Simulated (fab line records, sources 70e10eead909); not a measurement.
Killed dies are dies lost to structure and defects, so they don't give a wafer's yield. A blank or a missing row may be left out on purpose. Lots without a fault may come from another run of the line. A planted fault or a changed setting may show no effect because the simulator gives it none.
Chamber matching | flow nand_harc | NHARC_A_STAIRCASE_DESCUM_11 on rie_diel-02: 4 sister chambers
The step chemistry O2, time 3 s. 20 wafers are shown with their chamber, then 10 later ones without.

WAFERS WITH THEIR CHAMBER
wafer  | chamber | drypump_motor_current_A (A) | showerhead_plenum_p_Torr (Torr) | oes_product_au (a.u.)
L074.2 | 0       | 5.61                        | 1.79                            | 1.003
L074.3 | 3       | 5.23                        | 1.96                            | 1.001
L074.5 | 0       | 5.63                        | 1.79                            | 1.002
L078.1 | 3       | 5.22                        | 1.96                            | 1.004
L078.3 | 0       | 5.64                        | 1.79                            | 1.006
L078.5 | 0       | 5.64                        | 1.79                            | 1.002
L080.2 | 3       | 5.23                        | 1.96                            | 0.994
L080.5 | 2       | 6.02                        | 1.85                            | 0.987
L080.6 | 1       | 5.78                        | 2.04                            | 1.004
L081.1 | 3       | 5.22                        | 1.95                            | 0.997
L081.4 | 0       | 5.59                        | 1.79                            | 1.007
L081.6 | 2       | 6.02                        | 1.85                            | 0.993
L085.3 | 3       | 5.22                        | 1.95                            | 1.000
L085.4 | 0       | 5.61                        | 1.78                            | 1.002
L085.6 | 2       | 6.02                        | 1.84                            | 0.999
L086.1 | 3       | 5.24                        | 1.95                            | 0.990
L086.3 | 2       | 6.00                        | 1.85                            | 0.990
L086.5 | 3       | 5.23                        | 1.95                            | 0.993
L089.1 | 0       | 5.64                        | 1.78                            | 0.995
L089.3 | 2       | 6.02                        | 1.84                            | 0.995

SIGNATURES (means of the wafers above)
reading                  | chamber 0 | chamber 1 | chamber 2 | chamber 3 | scatter within a chamber
drypump_motor_current_A  | 5.6229    | 5.7800    | 6.0160    | 5.2271    | 0.0137
showerhead_plenum_p_Torr | 1.7871    | 2.0400    | 1.8460    | 1.9543    | 0.00521
oes_product_au           | 1.00243   | 1.00400   | 0.99280   | 0.99700   | 0.00449
Rule: a wafer's distance from a chamber is the root of the sum, over the readings, of the square of ((its reading less the chamber's mean) divided by the reading's scatter). The wafer belongs to the nearest chamber; if the next one is less than 2 further off, it can't be placed. The scatter: the root of (the sum of the squares of (reading less its chamber's mean) over the shown wafers, divided by (wafers less chambers)).

WAFERS WITHOUT THEIR CHAMBER
wafer  | drypump_motor_current_A (A) | showerhead_plenum_p_Torr (Torr) | oes_product_au (a.u.)
L089.4 | 5.75                        | 2.03                            | 0.996
L090.1 | 5.58                        | 1.78                            | 1.006
L090.3 | 5.75                        | 2.03                            | 0.999
L090.6 | 5.61                        | 1.78                            | 1.000
L095.1 | 6.02                        | 1.84                            | 0.998
L095.2 | 5.77                        | 2.03                            | 0.999
L095.3 | 5.62                        | 1.78                            | 1.008
L097.2 | 5.78                        | 2.02                            | 1.002
L097.3 | 5.65                        | 1.77                            | 1.001
L097.6 | 5.61                        | 1.77                            | 0.998

WHICH CHAMBER EACH WENT THROUGH
wafer  | from the rows above | in truth
L089.4 | 1                   | 1
L090.1 | 0                   | 0
L090.3 | 1                   | 1
L090.6 | 0                   | 0
L095.1 | 2                   | 2
L095.2 | 1                   | 1
L095.3 | 0                   | 0
L097.2 | 1                   | 1
L097.3 | 0                   | 0
L097.6 | 0                   | 0
Placed correctly: 10 of 10. Can't be placed from these rows: 0. Placed wrongly: 0.
